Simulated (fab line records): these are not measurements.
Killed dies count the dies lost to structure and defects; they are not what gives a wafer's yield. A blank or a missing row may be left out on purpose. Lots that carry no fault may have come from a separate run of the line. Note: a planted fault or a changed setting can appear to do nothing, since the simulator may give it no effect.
fab line records | flow n5-finfet | part 1 of 2: steps 1 to 4 of 6
[record] lots = 22 | wafers = 66 | last-day = 17
route steps=1938 shown MOL_CONTACT_COAG@573 BEOL_M0_SAQP@632
lots that met no fault: from a run of the same line without faults
start-h: hours from the record's opening day to when the first of the lot's shown wafers began | wait-h: hours elapsed since this lot's preceding step | " unchanged from the row above | L1.1+2: a row that stands for several wafers | - no value present, or no start provided | * or withheld: withheld | < > ~ a bound
route shown NAME@n: a module of which the file shows steps, and the number in the route of the first | usual: mean and standard deviation over wafers with no fault | same: alike in all rows | chamber/n: place in a boat | sites: per-site readings | _std_site: the standard deviation of these | _edge_site: mean of outer sites minus mean of inner sites | radius-mm: how far each site lies from the wafer's centre | mask NAME#n: copy n | behind: the tool/chamber that last shaped the wafer | hold: reason for holding the lot/hours on hold/outcome of the hold | device: which transistor (n, p or np) failed to switch | end of line: tests run on the same wafers once the route is complete | where a step has no rows: the recipe by itself | killed: the dies lost at the first sort to structure and to defects; this is not the yield of the wafer | map: dies across one wafer; x = killed, . = not, _ = none there
set.NAME: the run value of the setting; set.NAME@STEP: its run value at that earlier step | model.NAME: the simulator's own value behind a step, which no gauge read
a sample of lots followed through the steps of the route, with each step as a table and each wafer as a row
services: when a tool's chamber went out of use (start-h, in hours from the record's first day, below 0 if earlier), for how many hours, and the reason
[[steps]]
[step N5_MOL_CONTACT_COAG_CD_MEAS_84]
[recipe] target-cd-nm = 25.1 | landing-energy-ev = 500 | detector = se-inlens | polarity = opening
[usual] cd-nm = 25.05/0.29
lot.wafer | tool      | chamber | start-h | wait-h | cd-nm
L074.3    | cd-sem-01 | 0       | 99.90   | -      | 25.19
L074.5    | "         | 0       | "       | "      | 25.22
L074.6    | "         | 0       | "       | "      | 24.52
L075.3    | cd-sem-01 | 0       | 100.81  | -      | 25.50
L075.4    | "         | 0       | "       | "      | 25.28
L075.6    | "         | 0       | "       | "      | 25.00
L076.3    | cd-sem-01 | 0       | 116.81  | -      | 25.17
L076.4    | "         | 0       | "       | "      | 25.12
L076.6    | "         | 0       | "       | "      | 25.41
L077.2    | cd-sem-03 | 0       | 121.37  | -      | 24.83
L077.5    | "         | 0       | "       | "      | 25.36
L077.6    | "         | 0       | "       | "      | 25.17
L078.1    | cd-sem-02 | 0       | 132.37  | -      | 24.97
L078.3    | "         | 0       | "       | "      | 24.92
L078.6    | "         | 0       | "       | "      | 25.15
L079.1    | cd-sem-03 | 0       | 136.48  | -      | 24.98
L079.3    | "         | 0       | "       | "      | 25.63
L079.5    | "         | 0       | "       | "      | 25.04
L080.1    | cd-sem-03 | 0       | 136.83  | -      | 24.95
L080.2    | "         | 0       | "       | "      | 24.88
L080.4    | "         | 0       | "       | "      | 25.15
L081.2    | cd-sem-03 | 0       | 142.40  | -      | 25.46
L081.5    | "         | 0       | "       | "      | 25.44
L081.6    | "         | 0       | "       | "      | 25.08
L082.1    | cd-sem-01 | 0       | 146.09  | -      | 24.94
L082.2    | "         | 0       | "       | "      | 24.90
L082.3    | "         | 0       | "       | "      | 25.20
L084.3    | cd-sem-01 | 0       | 160.37  | -      | 24.68
L084.4    | "         | 0       | "       | "      | 25.13
L084.6    | "         | 0       | "       | "      | 24.95
L085.2    | cd-sem-01 | 0       | 171.59  | -      | 24.91
L085.4    | "         | 0       | "       | "      | 24.86
L085.5    | "         | 0       | "       | "      | 25.17
L086.2    | cd-sem-01 | 0       | 174.86  | -      | 25.05
L086.3    | "         | 0       | "       | "      | 25.13
L086.5    | "         | 0       | "       | "      | 24.75
L087.3    | cd-sem-02 | 0       | 179.71  | -      | 25.05
L087.4    | "         | 0       | "       | "      | 24.80
L087.5    | "         | 0       | "       | "      | 25.22
L088.1    | cd-sem-02 | 0       | 188.55  | -      | 24.69
L088.3    | "         | 0       | "       | "      | 24.70
L088.5    | "         | 0       | "       | "      | 25.12
L089.1    | cd-sem-03 | 0       | 192.00  | -      | 25.44
L089.5    | "         | 0       | "       | "      | 25.34
L089.6    | "         | 0       | "       | "      | 25.45
L090.2    | cd-sem-02 | 0       | 199.57  | -      | 24.73
L090.5    | "         | 0       | "       | "      | 24.81
L090.6    | "         | 0       | "       | "      | 24.74
L091.1    | cd-sem-03 | 0       | 205.48  | -      | 25.12
L091.2    | "         | 0       | "       | "      | 24.74
L091.6    | "         | 0       | "       | "      | 25.36
L093.2    | cd-sem-03 | 0       | 216.78  | -      | 25.06
L093.4    | "         | 0       | "       | "      | 25.48
L093.5    | "         | 0       | "       | "      | 24.58
L094.1    | cd-sem-01 | 0       | 222.95  | -      | 25.35
L094.2    | "         | 0       | "       | "      | 25.31
L094.3    | "         | 0       | "       | "      | 25.41
L095.2    | cd-sem-01 | 0       | 225.20  | -      | 24.86
L095.3    | "         | 0       | "       | "      | 24.95
L095.5    | "         | 0       | "       | "      | 24.68
L096.2    | cd-sem-02 | 0       | 229.74  | -      | 24.76
L096.4    | "         | 0       | "       | "      | 25.34
L096.5    | "         | 0       | "       | "      | 25.21
L097.1    | cd-sem-03 | 0       | 233.62  | -      | 24.76
L097.3    | "         | 0       | "       | "      | 25.00
L097.5    | "         | 0       | "       | "      | 24.82
[step N5_MOL_CONTACT_COAG_ETCH_89]
[recipe] chemistry = N2/H2 | target = underlayer | target-depth-a = 130 | mask-material = CAR-EUV | time-s = 10.4 | ion-energy-ev = 200 | pressure-mtorr = 30 | source-w = 840 | bias-w = 150 | n2-flow-sccm = 200 | h2-flow-sccm = 200 | ends = cleared
[usual] chamber-pressure-mTorr = 30.002/0.027 | drypump-motor-current-A = 5.7/0.47 | etch-rf-on-time-s = 10.38/0.22 | n2-flow-sccm = 200.0/0.56 | oes-product-au = 0.66/0.051 | rf-vpp-V = 525.1/1.5 | showerhead-plenum-p-Torr = 2.58/0.058 | throttle-valve-pct = 17.92/0.21
lot.wafer | tool        | chamber | start-h | wait-h | chamber-pressure-mTorr | drypump-motor-current-A | etch-rf-on-time-s | n2-flow-sccm | oes-product-au | rf-hours-counter-h | rf-vpp-V | showerhead-plenum-p-Torr | throttle-valve-pct
L074.3    | rie-diel-05 | 3       | 100.05  | 0.0    | 29.992                 | 5.5                     | 10.47             | 200.5        | 0.73           | 62                 | 528.2    | 2.68                     | 17.58
L074.5    | "           | 3       | "       | "      | 29.979                 | 5.5                     | 10.43             | 199.9        | 0.73           | -                  | 528.4    | 2.68                     | 17.58
L074.6    | "           | 2       | "       | "      | 29.945                 | 4.9                     | 10.55             | 199.8        | 0.65           | -                  | 526.4    | 2.65                     | 17.62
L075.3    | rie-diel-06 | 3       | 100.97  | 0.0    | 30.003                 | 5.7                     | 10.17             | 200.3        | 0.74           | 60                 | 525.0    | 2.57                     | 17.90
L075.4    | "           | 2       | "       | "      | 30.014                 | 5.5                     | 10.55             | 199.9        | 0.69           | 85                 | 523.3    | 2.58                     | 17.75
L075.6    | "           | 0       | "       | "      | 29.986                 | 6.4                     | 10.51             | 199.0        | 0.61           | -                  | 524.9    | 2.53                     | 18.23
L076.3    | rie-diel-06 | 3       | 116.96  | 0.0    | 29.946                 | 5.7                     | 10.15             | 200.0        | 0.73           | 65                 | 524.1    | 2.57                     | 17.92
L076.4    | "           | 2       | "       | "      | 29.968                 | 5.5                     | 10.56             | 199.3        | 0.68           | 91                 | 524.9    | 2.57                     | 17.77
L076.6    | "           | 3       | "       | "      | 30.018                 | 5.7                     | 10.22             | 199.6        | 0.73           | -                  | 525.3    | 2.57                     | 17.91
L077.2    | rie-diel-02 | 1       | 121.54  | 0.0    | 29.972                 | 6.3                     | 10.41             | 201.2        | 0.61           | 210                | 524.2    | 2.53                     | 17.74
L077.5    | "           | 1       | "       | "      | 30.012                 | 6.3                     | 10.47             | 201.0        | 0.61           | -                  | 522.7    | 2.53                     | 17.74
L077.6    | "           | 2       | "       | "      | 29.968                 | 5.1                     | 10.64             | 200.1        | 0.62           | -                  | 524.9    | 2.52                     | 18.14
L078.1    | rie-diel-02 | 2       | 132.53  | 0.0    | 30.010                 | 5.1                     | 10.53             | 200.5        | 0.62           | 178                | 524.2    | 2.52                     | 18.16
L078.3    | "           | 1       | "       | "      | 30.017                 | 6.3                     | 10.52             | 199.6        | 0.60           | 212                | 523.1    | 2.53                     | 17.76
L078.6    | "           | 3       | "       | "      | 30.015                 | 5.9                     | 10.31             | 200.1        | 0.67           | -                  | 524.1    | 2.56                     | 18.19
L079.1    | rie-diel-06 | 2       | 136.64  | 0.0    | 29.981                 | 5.5                     | 10.36             | 200.5        | 0.68           | 98                 | 524.5    | 2.57                     | 17.77
L079.3    | "           | 1       | "       | "      | 30.023                 | 5.7                     | 10.27             | 199.7        | 0.61           | 190                | 526.1    | 2.63                     | 17.83
L079.5    | "           | 2       | "       | "      | 30.032                 | 5.5                     | 10.44             | 200.1        | 0.68           | -                  | 524.0    | 2.57                     | 17.77
L080.1    | rie-diel-05 | 0       | 136.99  | 0.0    | 29.994                 | 5.5                     | 9.87              | 199.8        | 0.70           | 102                | 524.6    | 2.55                     | 17.89
L080.2    | "           | 3       | "       | "      | 29.997                 | 5.5                     | 10.23             | 199.6        | 0.72           | 74                 | 527.9    | 2.67                     | 17.60
L080.4    | "           | 2       | "       | "      | 29.957                 | 4.9                     | 10.24             | 199.2        | 0.63           | 171                | 526.3    | 2.65                     | 17.63
L081.2    | rie-diel-06 | 2       | 142.55  | 0.0    | 30.035                 | 5.5                     | 10.65             | 199.7        | 0.67           | 101                | 523.5    | 2.57                     | 17.78
L081.5    | "           | 3       | "       | "      | 30.017                 | 5.7                     | 10.41             | 200.4        | 0.72           | -                  | 524.5    | 2.57                     | 17.92
L081.6    | "           | 2       | "       | "      | 29.953                 | 5.5                     | 10.62             | 199.8        | 0.67           | -                  | 524.1    | 2.57                     | 17.76
L082.1    | rie-diel-05 | 1       | 146.25  | 0.0    | 30.012                 | 6.2                     | 10.12             | 200.7        | 0.74           | 69                 | 525.3    | 2.57                     | 17.97
L082.2    | "           | 3       | "       | "      | 30.041                 | 5.5                     | 10.50             | 201.1        | 0.71           | 77                 | 527.4    | 2.67                     | 17.60
L082.3    | "           | 2       | "       | "      | 30.010                 | 4.9                     | 10.51             | 200.4        | 0.63           | 174                | 525.2    | 2.65                     | 17.64
L084.3    | rie-diel-05 | 3       | 160.52  | 0.0    | 30.003                 | 5.5                     | 10.38             | 200.2        | 0.71           | 82                 | 527.8    | 2.67                     | 17.61
L084.4    | "           | 1       | "       | "      | 30.024                 | 6.2                     | 10.06             | 200.3        | 0.73           | 75                 | 523.9    | 2.57                     | 17.99
L084.6    | "           | 3       | "       | "      | 30.026                 | 5.5                     | 10.51             | 200.4        | 0.70           | -                  | 527.4    | 2.67                     | 17.60
L085.2    | rie-diel-05 | 3       | 172.43  | 0.0    | 29.951                 | 5.5                     | 10.46             | 200.4        | 0.70           | 90                 | 528.2    | 2.66                     | 17.62
L085.4    | "           | 2       | "       | "      | 29.964                 | 4.9                     | 10.62             | 201.2        | 0.63           | 183                | 526.7    | 2.64                     | 17.66
L085.5    | "           | 0       | "       | "      | 29.988                 | 5.5                     | 9.97              | 199.9        | 0.68           | -                  | 524.1    | 2.54                     | 17.92
L086.2    | rie-diel-05 | 3       | 175.02  | 0.0    | 30.032                 | 5.5                     | 10.42             | 200.4        | 0.69           | 91                 | 526.1    | 2.66                     | 17.62
L086.3    | "           | 1       | "       | "      | 29.979                 | 6.2                     | 10.02             | 200.0        | 0.73           | 84                 | 525.2    | 2.57                     | 18.01
L086.5    | "           | 3       | "       | "      | 30.027                 | 5.5                     | 10.36             | 199.2        | 0.71           | -                  | 526.3    | 2.66                     | 17.62
L087.3    | rie-diel-05 | 0       | 179.86  | 0.0    | 29.998                 | 5.5                     | 10.02             | 198.7        | 0.67           | 120                | 524.9    | 2.54                     | 17.93
L087.4    | "           | 2       | "       | "      | 30.026                 | 4.9                     | 10.51             | 199.6        | 0.63           | 186                | 525.4    | 2.64                     | 17.65
L087.5    | "           | 3       | "       | "      | 30.005                 | 5.5                     | 10.53             | 199.8        | 0.69           | -                  | 526.9    | 2.66                     | 17.62
L088.1    | rie-diel-05 | 1       | 188.88  | 0.0    | 30.051                 | 6.2                     | 10.22             | 200.4        | 0.70           | 88                 | 524.4    | 2.56                     | 17.99
L088.3    | "           | 3       | "       | "      | 30.029                 | 5.5                     | 10.50             | 201.5        | 0.68           | 95                 | 528.1    | 2.66                     | 17.65
L088.5    | "           | 0       | "       | "      | 30.030                 | 5.5                     | 10.03             | 199.9        | 0.67           | -                  | 524.6    | 2.54                     | 17.93
L089.1    | rie-diel-02 | 0       | 192.24  | 0.0    | 29.955                 | 6.6                     | 10.38             | 200.0        | 0.73           | 58                 | 527.4    | 2.71                     | 18.01
L089.5    | "           | 3       | "       | "      | 30.002                 | 5.9                     | 10.42             | 200.1        | 0.65           | -                  | 524.9    | 2.55                     | 18.22
L089.6    | "           | 2       | "       | "      | 29.958                 | 5.1                     | 10.89             | 200.5        | 0.60           | -                  | 523.7    | 2.52                     | 18.18
L090.2    | rie-diel-06 | 2       | 199.73  | 0.0    | 30.013                 | 5.5                     | 10.82             | 199.8        | 0.65           | 124                | 524.1    | 2.56                     | 17.82
L090.5    | "           | 2       | "       | "      | 29.990                 | 5.5                     | 10.84             | 199.5        | 0.65           | -                  | 524.8    | 2.56                     | 17.81
L090.6    | "           | 1       | "       | "      | 29.981                 | 5.7                     | 10.45             | 200.3        | 0.59           | -                  | 526.1    | 2.62                     | 17.87
L091.1    | rie-diel-06 | 2       | 205.64  | 0.0    | 30.034                 | 5.5                     | 10.69             | 200.5        | 0.65           | 127                | 524.6    | 2.56                     | 17.81
L091.2    | "           | 3       | "       | "      | 30.019                 | 5.7                     | 10.33             | 200.1        | 0.70           | 102                | 523.2    | 2.56                     | 17.98
L091.6    | "           | 3       | "       | "      | 29.991                 | 5.7                     | 10.27             | 200.3        | 0.70           | -                  | 523.4    | 2.56                     | 17.99
L093.2    | rie-diel-05 | 3       | 216.94  | 0.0    | 29.980                 | 5.5                     | 10.44             | 199.4        | 0.68           | 105                | 527.0    | 2.66                     | 17.67
L093.4    | "           | 0       | "       | "      | 29.992                 | 5.5                     | 9.96              | 199.9        | 0.66           | 133                | 522.2    | 2.54                     | 17.96
L093.5    | "           | 3       | "       | "      | 29.979                 | 5.5                     | 10.49             | 200.0        | 0.68           | -                  | 526.9    | 2.66                     | 17.67
L094.1    | rie-diel-02 | 2       | 223.38  | 0.0    | 30.030                 | 5.1                     | 10.73             | 200.1        | 0.61           | 203                | 524.4    | 2.51                     | 18.21
L094.2    | "           | 0       | "       | "      | 30.014                 | 6.5                     | 10.44             | 199.5        | 0.71           | 70                 | 527.4    | 2.71                     | 18.03
L094.3    | "           | 3       | "       | "      | 29.998                 | 5.9                     | 10.45             | 200.7        | 0.64           | 134                | 524.4    | 2.55                     | 18.26
L095.2    | rie-diel-06 | 2       | 226.11  | 0.0    | 30.000                 | 5.5                     | 10.57             | 199.8        | 0.64           | 135                | 524.3    | 2.55                     | 17.82
L095.3    | "           | 1       | "       | "      | 29.992                 | 5.7                     | 10.37             | 199.2        | 0.59           | 223                | 524.9    | 2.61                     | 17.89
L095.5    | "           | 2       | "       | "      | 29.968                 | 5.5                     | 10.64             | 200.3        | 0.64           | -                  | 523.1    | 2.55                     | 17.84
L096.2    | rie-diel-06 | 0       | 230.07  | 0.0    | 29.991                 | 6.4                     | 10.49             | 200.0        | 0.59           | 223                | 523.5    | 2.51                     | 18.33
L096.4    | "           | 2       | "       | "      | 29.966                 | 5.5                     | 10.56             | 200.9        | 0.64           | 137                | 523.8    | 2.55                     | 17.83
L096.5    | "           | 3       | "       | "      | 29.983                 | 5.7                     | 10.17             | 200.5        | 0.69           | -                  | 524.3    | 2.55                     | 17.99
L097.1    | rie-diel-02 | 0       | 233.78  | 0.0    | 29.961                 | 6.5                     | 10.50             | 199.8        | 0.71           | 75                 | 527.0    | 2.70                     | 18.04
L097.3    | "           | 1       | "       | "      | 30.020                 | 6.3                     | 10.52             | 199.4        | 0.59           | 243                | 523.3    | 2.51                     | 17.79
L097.5    | "           | 3       | "       | "      | 30.031                 | 5.9                     | 10.48             | 199.7        | 0.63           | -                  | 524.3    | 2.55                     | 18.23
[step N5_BEOL_M0_SAQP_PECVD_00]
[recipe] material = SiCN | target-thk-a = 80 | temp-c = withheld | precursor = 3MS/NH3 | pressure-torr = 3 | rf-w = 202 | time-s = 14
[usual] showerhead-plenum-p-Torr = 3.660/0.0088 | throttle-valve-pct = 9.1/0.72
[same] time-s = 14
lot.wafer | tool     | chamber | start-h | wait-h | showerhead-plenum-p-Torr | throttle-valve-pct
L074.3    | pecvd-02 | 0       | 106.85  | 0.1    | 3.665                    | 8.9
L074.5    | "        | 0       | "       | "      | 3.650                    | 8.8
L074.6    | "        | 1       | "       | "      | 3.663                    | 9.6
L075.3    | pecvd-04 | 1       | 109.85  | 0.1    | 3.659                    | 9.4
L075.4    | "        | 1       | "       | "      | 3.659                    | 9.3
L075.6    | "        | 0       | "       | "      | 3.654                    | 9.4
L076.3    | pecvd-02 | 0       | 123.26  | 0.1    | 3.658                    | 8.9
L076.4    | "        | 1       | "       | "      | 3.669                    | 9.5
L076.6    | "        | 0       | "       | "      | 3.656                    | 8.8
L077.2    | pecvd-04 | 0       | 128.07  | 0.2    | 3.648                    | 9.7
L077.5    | "        | 1       | "       | "      | 3.656                    | 9.7
L077.6    | "        | 0       | "       | "      | 3.649                    | 9.6
L078.1    | pecvd-01 | 1       | 139.42  | 0.2    | 3.657                    | 10.2
L078.3    | "        | 1       | "       | "      | 3.658                    | 10.3
L078.6    | "        | 1       | "       | "      | 3.654                    | 10.5
L079.1    | pecvd-04 | 0       | 143.06  | 0.2    | 3.652                    | 9.4
L079.3    | "        | 2       | "       | "      | 3.679                    | 8.5
L079.5    | "        | 0       | "       | "      | 3.649                    | 9.8
L080.1    | pecvd-01 | 1       | 146.06  | 0.2    | 3.658                    | 10.3
L080.2    | "        | 2       | "       | "      | 3.674                    | 8.7
L080.4    | "        | 1       | "       | "      | 3.665                    | 10.4
L081.2    | pecvd-04 | 2       | 149.09  | 0.2    | 3.665                    | 8.7
L081.5    | "        | 0       | "       | "      | 3.657                    | 9.5
L081.6    | "        | 2       | "       | "      | 3.659                    | 8.8
L082.1    | pecvd-04 | 0       | 153.14  | 0.2    | 3.654                    | 9.2
L082.2    | "        | 2       | "       | "      | 3.670                    | 8.8
L082.3    | "        | 1       | "       | "      | 3.665                    | 9.5
L084.3    | pecvd-01 | 0       | 168.78  | 0.1    | 3.661                    | 8.2
L084.4    | "        | 0       | "       | "      | 3.656                    | 8.2
L084.6    | "        | 1       | "       | "      | 3.652                    | 10.2
L085.2    | pecvd-01 | 2       | 179.23  | 0.2    | 3.680                    | 8.9
L085.4    | "        | 0       | "       | "      | 3.661                    | 8.3
L085.5    | "        | 2       | "       | "      | 3.675                    | 8.4
L086.2    | pecvd-01 | 0       | 182.23  | 0.2    | 3.651                    | 8.4
L086.3    | "        | 2       | "       | "      | 3.666                    | 8.6
L086.5    | "        | 2       | "       | "      | 3.680                    | 8.6
L087.3    | pecvd-02 | 2       | 186.42  | 0.1    | 3.673                    | 8.4
L087.4    | "        | 2       | "       | "      | 3.651                    | 8.6
L087.5    | "        | 0       | "       | "      | 3.662                    | 8.7
L088.1    | pecvd-04 | 1       | 195.72  | 0.2    | 3.660                    | 9.3
L088.3    | "        | 2       | "       | "      | 3.660                    | 8.6
L088.5    | "        | 1       | "       | "      | 3.653                    | 9.5
L089.1    | pecvd-04 | 2       | 198.74  | 0.2    | 3.669                    | 8.7
L089.5    | "        | 1       | "       | "      | 3.664                    | 9.6
L089.6    | "        | 0       | "       | "      | 3.649                    | 9.5
L090.2    | pecvd-04 | 1       | 206.18  | 0.2    | 3.655                    | 9.5
L090.5    | "        | 1       | "       | "      | 3.661                    | 9.6
L090.6    | "        | 0       | "       | "      | 3.654                    | 9.4
L091.1    | pecvd-01 | 0       | 212.09  | 0.2    | 3.645                    | 8.1
L091.2    | "        | 1       | "       | "      | 3.662                    | 10.3
L091.6    | "        | 0       | "       | "      | 3.658                    | 8.4
L093.2    | pecvd-02 | 0       | 223.12  | 0.2    | 3.643                    | 8.8
L093.4    | "        | 0       | "       | "      | 3.652                    | 9.1
L093.5    | "        | 1       | "       | "      | 3.661                    | 9.3
L094.1    | pecvd-04 | 1       | 230.08  | 0.2    | 3.665                    | 9.4
L094.2    | "        | 0       | "       | "      | 3.647                    | 9.5
L094.3    | "        | 2       | "       | "      | 3.669                    | 8.6
L095.2    | pecvd-01 | 2       | 233.08  | 0.2    | 3.675                    | 7.9
L095.3    | "        | 1       | "       | "      | 3.648                    | 10.3
L095.5    | "        | 0       | "       | "      | 3.655                    | 8.5
L096.2    | pecvd-01 | 0       | 236.36  | 0.2    | 3.649                    | 8.2
L096.4    | "        | 1       | "       | "      | 3.654                    | 10.6
L096.5    | "        | 0       | "       | "      | 3.652                    | 8.3
L097.1    | pecvd-02 | 2       | 240.31  | 0.2    | 3.663                    | 8.4
L097.3    | "        | 1       | "       | "      | 3.675                    | 9.5
L097.5    | "        | 2       | "       | "      | 3.659                    | 8.2
[step N5_BEOL_M0_SAQP_HM_DEP_02]
[recipe] material = TiN | target-thk-a = 120 | temp-c = 25 | chamber-pressure-pa = 0.49996
[usual] substrate-temp-c = 25.02/0.12 | throttle-valve-pct = 29.8/1.3
lot.wafer | tool           | chamber | start-h | wait-h | substrate-temp-c | throttle-valve-pct
L074.3    | pvd-sputter-02 | -       | 106.96  | 0.1    | 24.79            | 28.9
L074.5    | "              | -       | "       | "      | 25.37            | 26.8
L074.6    | "              | -       | "       | "      | 24.74            | 28.8
L075.3    | pvd-sputter-01 | -       | 109.93  | 0.0    | 24.96            | 28.9
L075.4    | "              | -       | "       | "      | 25.06            | 31.2
L075.6    | "              | -       | "       | "      | 25.16            | 28.9
L076.3    | pvd-sputter-01 | -       | 126.16  | 2.9    | 25.00            | 30.7
L076.4    | "              | -       | "       | "      | 24.97            | 29.4
L076.6    | "              | -       | "       | "      | 25.08            | 31.3
L077.2    | pvd-sputter-01 | -       | 128.14  | 0.0    | 25.22            | 28.8
L077.5    | "              | -       | "       | "      | 25.12            | 30.9
L077.6    | "              | -       | "       | "      | 24.99            | 31.4
L078.1    | pvd-sputter-03 | -       | 139.65  | 0.1    | 25.05            | 30.0
L078.3    | "              | -       | "       | "      | 24.83            | 29.8
L078.6    | "              | -       | "       | "      | 25.15            | 30.6
L079.1    | pvd-sputter-01 | -       | 144.45  | 1.3    | 25.02            | 30.8
L079.3    | "              | -       | "       | "      | 24.98            | 31.1
L079.5    | "              | -       | "       | "      | 24.98            | 29.5
L080.1    | pvd-sputter-03 | -       | 147.10  | 1.0    | 24.95            | 30.2
L080.2    | "              | -       | "       | "      | 24.86            | 29.9
L080.4    | "              | -       | "       | "      | 24.95            | 32.5
L081.2    | pvd-sputter-02 | -       | 150.06  | 0.9    | 25.01            | 28.6
L081.5    | "              | -       | "       | "      | 25.15            | 27.1
L081.6    | "              | -       | "       | "      | 24.94            | 29.8
L082.1    | pvd-sputter-03 | -       | 154.08  | 0.9    | 25.02            | 30.1
L082.2    | "              | -       | "       | "      | 25.04            | 31.9
L082.3    | "              | -       | "       | "      | 24.97            | 30.6
L084.3    | pvd-sputter-03 | -       | 168.97  | 0.1    | 24.97            | 31.8
L084.4    | "              | -       | "       | "      | 25.08            | 30.3
L084.6    | "              | -       | "       | "      | 25.08            | 32.2
L085.2    | pvd-sputter-03 | -       | 179.34  | 0.1    | 24.96            | 29.9
L085.4    | "              | -       | "       | "      | 24.96            | 30.0
L085.5    | "              | -       | "       | "      | 25.03            | 30.2
L086.2    | pvd-sputter-03 | -       | 183.01  | 0.7    | 24.94            | 30.0
L086.3    | "              | -       | "       | "      | 24.95            | 30.1
L086.5    | "              | -       | "       | "      | 24.93            | 30.3
L087.3    | pvd-sputter-02 | -       | 187.83  | 1.4    | 25.11            | 26.9
L087.4    | "              | -       | "       | "      | 25.06            | 28.6
L087.5    | "              | -       | "       | "      | 25.02            | 28.8
L088.1    | pvd-sputter-02 | -       | 196.33  | 0.6    | 24.97            | 26.7
L088.3    | "              | -       | "       | "      | 24.85            | 30.0
L088.5    | "              | -       | "       | "      | 24.92            | 27.0
L089.1    | pvd-sputter-02 | -       | 201.15  | 2.4    | 24.83            | 29.8
L089.5    | "              | -       | "       | "      | 24.85            | 29.0
L089.6    | "              | -       | "       | "      | 25.02            | 26.6
L090.2    | pvd-sputter-03 | -       | 208.12  | 1.9    | 24.93            | 30.2
L090.5    | "              | -       | "       | "      | 24.94            | 30.0
L090.6    | "              | -       | "       | "      | 25.15            | 30.0
L091.1    | pvd-sputter-01 | -       | 213.21  | 1.1    | 24.98            | 31.1
L091.2    | "              | -       | "       | "      | 25.05            | 29.6
L091.6    | "              | -       | "       | "      | 25.03            | 29.6
L093.2    | pvd-sputter-02 | -       | 223.82  | 0.7    | 24.99            | 29.9
L093.4    | "              | -       | "       | "      | 25.08            | 30.1
L093.5    | "              | -       | "       | "      | 24.97            | 28.7
L094.1    | pvd-sputter-02 | -       | 230.48  | 0.4    | 24.83            | 29.8
L094.2    | "              | -       | "       | "      | 25.14            | 28.7
L094.3    | "              | -       | "       | "      | 25.10            | 27.0
L095.2    | pvd-sputter-02 | -       | 233.46  | 0.3    | 25.05            | 28.8
L095.3    | "              | -       | "       | "      | 24.73            | 30.1
L095.5    | "              | -       | "       | "      | 25.27            | 26.8
L096.2    | pvd-sputter-03 | -       | 236.83  | 0.4    | 25.03            | 30.0
L096.4    | "              | -       | "       | "      | 25.03            | 30.6
L096.5    | "              | -       | "       | "      | 25.15            | 30.2
L097.1    | pvd-sputter-03 | -       | 242.16  | 1.8    | 24.96            | 29.8
L097.3    | "              | -       | "       | "      | 25.11            | 32.1
L097.5    | "              | -       | "       | "      | 24.95            | 30.3
